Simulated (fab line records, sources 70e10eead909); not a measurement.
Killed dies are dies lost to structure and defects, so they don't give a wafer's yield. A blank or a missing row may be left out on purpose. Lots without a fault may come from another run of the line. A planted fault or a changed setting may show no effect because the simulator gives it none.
A struck lot beside a sound one | flow nand_harc | 41 steps out of a route of 1302
Sound: wafers L266.3, L266.4, L266.6. Struck: wafer L282.4. (L282.1, L282.2 of the same lot were not struck and are left out.) The cause comes at the end.
At each step with rows: each side's tool, then ch and its chambers, then its first start. Under that, the readings that differ: sound wafers | struck wafers | difference of the means | sigmas: that difference in standard deviations of wafers without a fault.
alike: readings whose means differ by less than 2 such deviations, and words and numbers that are the same on both sides. not compared: withheld readings, readings that some wafer has no value for, bounds like >300 that may hide the same value, and numbers for which the record gives no deviation and whose values overlap.
The two part at a step that has a row with sigmas, a row that says differs or no value, or rows on one side only. Numbers that don't overlap but have no deviation are shown without sigmas and don't part them. A reading that every wafer of one side lacks parts them only if that side has two wafers or more.

first, 1 step without rows for these wafers: NHARC_P_M2_DEVELOP_08 (develop time 35 s).
NHARC_P_M2_CD_MEAS_09: target cd 170 nm.
  sound on cd_sem-02 ch 0, day 6 21:37; struck on cd_sem-02 ch 0, day 13 10:38
  alike: cd_nm
NHARC_P_M2_OVL_MEAS_10: pitch 340 nm.
  sound on overlay-02, day 6 21:42; struck on overlay-02, day 13 10:44
  alike: overlay_x_nm, overlay_y_nm
NHARC_P_M2_INSPECT_11:
  sound on defect_inspect-02, day 6 21:44; struck on defect_inspect-02, day 13 10:46
  reading          | sound    | struck | difference | sigmas
  raw_defect_count | 17 15 13 | 4      | -11        | -3
then, 1 step without rows for these wafers: NHARC_P_M2_DESCUM_14 (chemistry O2, time 3 s).
NHARC_P_M2_ETCH_35: etches the open film in N2/H2, target depth 40 nm, overetch 12 nm, time 43.94 s.
  sound on rie_diel-02 ch 0,2,3, day 6 21:54; struck on rie_diel-11 ch 3, day 13 10:55
  reading                         | sound          | struck | difference | sigmas
  showerhead_plenum_p_Torr (Torr) | 2.14 1.94 1.90 | 2.20   | +0.21      | +2
  alike: drypump_motor_current_A, n2_flow_sccm, oes_product_au, rf_vpp_V, throttle_valve_pct
  not compared: rf_hours_counter_h
then, 1 step without rows for these wafers: NHARC_P_M2_ETCH_15 (etches the open film in C4F8/Ar, target depth 182.5 nm, time 91.2 s).
NHARC_P_M2_CD_MEAS_16:
  sound on cd_sem-03, day 6 22:09; struck on cd_sem-02, day 13 11:08
  alike: cd_nm
NHARC_P_M2_STRIP_18: strips in N2/H2.
  sound on rie_diel-01 ch 1,2,3, day 6 22:15; struck on rie_diel-02 ch 0, day 13 11:12
  reading               | sound             | struck | difference | sigmas
  oes_product_au (a.u.) | 1.012 1.021 0.995 | 0.985  | -0.024     | -2
  alike: drypump_motor_current_A, n2_flow_sccm, power_w, rf_vpp_V, showerhead_plenum_p_Torr, throttle_valve_pct
  not compared: rf_hours_counter_h
then, 3 steps without rows for these wafers: NHARC_P_M2_ETCH_28 (etches the open film in CF4/N2, target depth 30 nm, time 72.99 s); NHARC_P_M2_STRIP_19 (strips in post etch residue remover, time 600 s); NHARC_P_M2_DEGAS_29 (time 60 s).
NHARC_P_M2_PRE_CLEAN_30: time 30 s.
  sound on pvd_sputter-01, day 6 22:55; struck on pvd_sputter-03, day 13 11:54
  alike: heater_power_w
then, 3 steps without rows for these wafers: NHARC_P_M2_PVD_20 (deposits TaN, target thk 5 nm, time 8.06 s); NHARC_P_M2_PVD_21 (deposits Cu, target thk 30 nm, time 20.49 s); NHARC_P_M2_ECD_22 (material Cu, target thk 400 nm).
NHARC_P_M2_ANNEAL_31: time 90 s.
  sound on rtp_anneal-02 ch 0, day 6 23:49; struck on rtp_anneal-02 ch 0, day 13 12:35
  alike: anneal_temp_c_max, wafer_temp_C_max
then, 1 step without rows for these wafers: NHARC_P_M2_CMP_23 (polishes, t overpolish 20 s, target thk 144.3 nm).
NHARC_P_M2_THK_MEAS_24: measures by xrf.
  sound on film_metro-02, day 7 00:35; struck on film_metro-01, day 13 13:14
  alike: thk_nm
then, 4 steps without rows for these wafers: NHARC_P_M2_SRD_25; NHARC_P_M2_PRE_CLEAN_32 (time 12 s); NHARC_P_M2_DEP_33 (deposits SiCN, target thk 30 nm); NHARC_P_BONDPAD_DEP_00 (deposits SiCN, target thk 250 nm).
NHARC_P_BONDPAD_CMP_32: polishes SiCN, target thk 200 nm.
  sound on cmp-01 ch 1,2,3, day 7 01:58; struck on cmp-01 ch 1, day 13 14:24
  alike: motor_current_A
NHARC_P_BONDPAD_THK_MEAS_33: measures by ellipsometry.
  sound on film_metro-01, day 7 02:12; struck on film_metro-01, day 13 14:39
  alike: thk_nm
then, 10 steps without rows for these wafers: NHARC_P_BONDPAD_SRD_34; NHARC_P_BONDPAD_DEHYDRATE_01 (time 120 s); NHARC_P_BONDPAD_HMDS_02 (time 30 s); NHARC_P_BONDPAD_COAT_36 (time 65 s); NHARC_P_BONDPAD_COAT_03 (resist thk 600 nm); NHARC_P_BONDPAD_SOFTBAKE_04 (time 70 s); NHARC_P_BONDPAD_EBR_05; NHARC_P_BONDPAD_EXPOSE_06 (exposes mask P BPAD); NHARC_P_BONDPAD_PEB_07 (peb time 80 s); NHARC_P_BONDPAD_DEVELOP_08 (time 50 s).
NHARC_P_BONDPAD_CD_MEAS_09: target cd 500 nm.
  sound on cd_sem-02 ch 0, day 7 02:48; struck on cd_sem-03 ch 0, day 13 15:13
  alike: cd_nm
NHARC_P_BONDPAD_OVL_MEAS_38:
  sound on overlay-01, day 7 02:53; struck on overlay-02, day 13 15:19
  alike: overlay_x_nm, overlay_y_nm
then, 1 step without rows for these wafers: NHARC_P_BONDPAD_HARDBAKE_10 (time 65 s).
NHARC_P_BONDPAD_DESCUM_11: chemistry O2, time 3 s.
  sound on rie_diel-12 ch 0,2,3, day 7 03:00; struck on rie_diel-08 ch 3, day 13 15:27
  reading                         | sound          | struck | difference | sigmas
  rf_vpp_V (V)                    | 58.1 58.6 57.5 | 60.3   | +2.2       | +3
  showerhead_plenum_p_Torr (Torr) | 1.95 1.94 1.82 | 2.04   | +0.14      | +2
  alike: drypump_motor_current_A, oes_product_au, throttle_valve_pct
  not compared: rf_hours_counter_h
then, 1 step without rows for these wafers: NHARC_P_BONDPAD_ETCH_37 (etches the open film in N2/H2, target depth 60 nm, overetch 18 nm, time 65.91 s).
-- the record jumps here: 18 days lie between the struck wafers' starts before and after (it left off in module P_BONDPAD and takes up again in module END, whose first step shown is number 1302 of the route) --
NHARC_END_SORT_01:
  sound on prober-01 ch 0, day 24 22:45; struck on prober-01 ch 0, day 31 09:08
  reading                  | sound          | struck | difference | sigmas
  defect_limited_yield (%) | 91.3 91.7 90.7 | 85.4   | -5.8       | -2
  killed_at_periphery      | 11 10 10       | 39     | +29        | +10
  killed_dies              | 59 56 63       | 99     | +40        | +2
  killed_short             | 1 2 3          | 6      | +4         | +3
  sort_bin_2_pct (%)       | 3.4 4.0 2.7    | 5.9    | +2.5       | +2
  sort_bin_3_pct (%)       | 0.4 0.6 0.6    | 3.0    | +2.5       | +7
  sort_n_pass              | 618 621 614    | 578    | -40        | -2
  sort_rim_yield_pct (%)   | 97 93 96       | 83     | -12        | -3
  sort_yield_pct (%)       | 91.3 91.7 90.7 | 85.4   | -5.8       | -2
  alike: killed_at_array, killed_at_other, killed_open, sort_bin_4_pct

WHERE THEY PART
First at NHARC_P_M2_INSPECT_11; last, within this record, at NHARC_END_SORT_01.

WHY: what the simulator had put in
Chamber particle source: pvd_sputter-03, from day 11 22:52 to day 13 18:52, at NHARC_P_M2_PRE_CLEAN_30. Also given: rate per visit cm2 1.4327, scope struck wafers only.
